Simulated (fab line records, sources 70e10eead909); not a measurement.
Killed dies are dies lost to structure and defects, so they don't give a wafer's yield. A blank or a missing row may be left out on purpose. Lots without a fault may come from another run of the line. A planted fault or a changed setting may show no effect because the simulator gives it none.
Problem report in the 8D (eight disciplines) form, filled by code | flow nand_harc | the parts of the form that need people (team, actions taken, sign-off) are left out

1. THE PROBLEM
thk_nm at NHARC_A_ONON_D2_THK_MEAS_08 reads a mean of 582 nm on 6 wafers of 2 lots; wafers without a fault read 1001 nm with a standard deviation of 11. That is -38 standard deviations from the usual mean.
The step: measures by ellipsometry.
First seen on wafer L292.2, day 19 15:37, on film_metro-01. The record holds 42 wafers of 14 lots with a number at this step. Rule for "out", or "out of limits": more than 4 standard deviations from the usual mean. The other wafers with a number count as sound.

2. WHAT IT IS AND WHAT IT IS NOT
question                    | is                     | is not
which readings at this step | thk_nm                 | -
which lots                  | L292, L295             | L276, L277, L278, L279, L280, L281, L282, L284, L290, L296, L297, L298
which wafers of those lots  | all that have a number | -
read on which gauges        | film_metro-01          | film_metro-02
when                        | from day 19 15:37      | up to then (27 sound wafers); but 9 sound wafers of L296, L297, L298 came after

3. SUSPECTS, AND WHAT RULES EACH OUT
Counting: a tool at a process step up to the reading stays a suspect if it ran every lot that is out and no sound lot after the first of them.
- the gauge at NHARC_A_ONON_D2_THK_MEAS_08: kept. All the wafers that are out were read on film_metro-01, and no step on other tools shows them out.
- rie_diel-12 at NHARC_A_CHANNEL_FILL_D1_ETCHBACK_08 (etches the open film in C4F8, target depth 220 nm, time 110 s): kept. It ran every lot that is out, first L292 (day 19 13:40), and no sound lot after that; its last sound lot up to then is L290 (day 18 08:16). NHARC_A_CHANNEL_FILL_D1_ETCHBACK_08 gives no start for some lots, so the hours and the order of its lots are those of NHARC_A_DECK1_JOINT_DEP_16.
- pecvd_onon-04 at NHARC_A_ONON_D2_DEP_06 (target thk 1000 nm): kept. It ran every lot that is out, first L292 (day 19 15:10), and no sound lot after that; its last sound lot up to then is L284 (day 15 16:35).
Left after counting: rie_diel-12 at NHARC_A_CHANNEL_FILL_D1_ETCHBACK_08, pecvd_onon-04 at NHARC_A_ONON_D2_DEP_06, film_metro-01 at NHARC_A_ONON_D2_THK_MEAS_08.

4. THE CAUSE (what the simulator had put in)
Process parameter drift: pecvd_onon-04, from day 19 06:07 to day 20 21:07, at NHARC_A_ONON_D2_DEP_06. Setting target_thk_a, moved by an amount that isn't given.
Counting left 3 suspects, and this tool is among them.

5. THE CHAIN OF EFFECTS, in route order
Each row: a reading whose mean over the struck wafers that have a number lies more than 3 standard deviations from the usual. Only readings for which the record gives a usual standard deviation are gone through. hours: the time from each lot's start at the first step in this table that gives one to its start at this step, as a median over the lots. sigmas: the change in usual standard deviations.
hours | step                        | reading | usual   | on struck wafers | change | sigmas
0     | NHARC_A_ONON_D2_THK_MEAS_08 | thk_nm  | 1001 nm | 582              | -419   | -38

6. WHAT WOULD HAVE CAUGHT IT SOONER
In this record the first reading out of limits at a measuring or inspecting step was taken at day 19 15:37, 10 hours after the fault began at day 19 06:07.
Of the tool readings at NHARC_A_ONON_D2_DEP_06 for which the record gives a usual standard deviation, none was out on any struck wafer, so an alarm limit of 4 standard deviations on them would not have fired.
Of the lots that are out (2), L295 began NHARC_A_ONON_D2_DEP_06 on pecvd_onon-04 after day 19 15:37. A hold on the tool at that time would have spared it.
